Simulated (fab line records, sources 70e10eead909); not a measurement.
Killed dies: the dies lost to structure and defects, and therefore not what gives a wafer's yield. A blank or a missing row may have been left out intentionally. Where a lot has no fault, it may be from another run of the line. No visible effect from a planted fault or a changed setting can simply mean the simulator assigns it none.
Matching of chambers    flow nand_harc    3 sister chambers for NHARC_A_STAIRCASE_DEP_156 on pecvd-02
The step deposits SiNx, target thk 50 nm. 18 wafers are shown with their chamber, then 9 later ones without.

== WAFERS PAIRED WITH THEIR CHAMBERS ==
wafer   chamber  heater_power_w (W)
L075.4  1        750
L075.5  0        756
L075.6  2        712
L076.2  2        682
L076.4  1        695
L076.5  0        877
L076.1  1        698
L076.3  0        905
L076.6  2        681
L080.1  1        751
L080.5  1        758
L080.6  2        652
L084.2  0        894
L084.4  0        869
L084.5  2        756
L085.1  2        736
L085.5  0        835
L085.6  1        790

SIGNATURES (averages over the wafers above)
reading         chamber 0  chamber 1  chamber 2  scatter within a chamber
heater_power_w  856.00     740.33     703.17     44.1
Rule: a wafer's distance from a chamber is the root of the sum, over the readings, of the square of ((its reading less the chamber's mean) divided by the reading's scatter). The wafer belongs to the nearest chamber; if the next one is less than 2 further off, it can't be placed. How the scatter is found: for the shown wafers, subtract from each reading the mean of its chamber, square and add these, divide the total by (wafers less chambers), then take the root.

== WAFERS WHOSE CHAMBER IS MISSING ==
wafer   heater_power_w (W)
L088.1  762
L088.4  749
L088.5  649
L090.1  735
L090.4  636
L090.6  841
L092.1  835
L092.4  830
L092.6  747

== WHICH CHAMBER EACH ONE RAN IN ==
wafer   from the rows above           in truth
L088.1  can't be placed: 1 or 2 or 0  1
L088.4  can't be placed: 1 or 2       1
L088.5  can't be placed: 2 or 1       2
L090.1  can't be placed: 1 or 2       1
L090.4  can't be placed: 2 or 1       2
L090.6  can't be placed: 0 or 1       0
L092.1  can't be placed: 0 or 1       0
L092.4  can't be placed: 0 or 1       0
L092.6  can't be placed: 1 or 2       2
Correctly placed: 0 of 9. From these rows, 9 cannot be placed; in 9 the true chamber is one of the candidates. 0 placed wrongly.
